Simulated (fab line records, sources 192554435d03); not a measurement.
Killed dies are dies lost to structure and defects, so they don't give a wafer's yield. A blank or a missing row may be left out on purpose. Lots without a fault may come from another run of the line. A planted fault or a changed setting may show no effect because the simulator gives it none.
Chamber matching | flow n5_finfet | N5_BEOL_M3_DESCUM_16 on rie_diel-04: 4 sister chambers
The step chemistry O2, time 7 s. 4 wafers are shown with their chamber, then 7 later ones without.

WAFERS WITH THEIR CHAMBER
wafer  | chamber | drypump_motor_current_A (A)
L229.5 | 0       | 4.8
L229.6 | 3       | 6.2
L228.1 | 2       | 6.1
L228.3 | 1       | 5.2

WAFERS WITHOUT THEIR CHAMBER
wafer  | drypump_motor_current_A (A)
L228.6 | 6.1
L232.1 | 6.2
L232.2 | 4.8
L232.3 | 6.1
L237.1 | 4.8
L237.2 | 5.1
L237.4 | 6.2

WHICH CHAMBER EACH WENT THROUGH
wafer  | from the rows above | in truth
L228.6 | 2                   | 2
L232.1 | 3                   | 3
L232.2 | 0                   | 0
L232.3 | 2                   | 2
L237.1 | 0                   | 0
L237.2 | 1                   | 1
L237.4 | 3                   | 3
Placed correctly: 7 of 7. Can't be placed from these rows: 0. Placed wrongly: 0.
How it was worked out, from the rows above alone: a wafer's distance from a chamber is the root of the sum, over the readings, of the square of ((its reading less the chamber's mean) divided by the reading's scatter). The wafer belongs to the nearest chamber; if the next one is less than 2 further off, it can't be placed. A chamber's mean is the mean of its shown wafers. The scatter: with one shown wafer a chamber, the root of the mean of the squares of how far each hidden wafer lies from its nearest shown one.
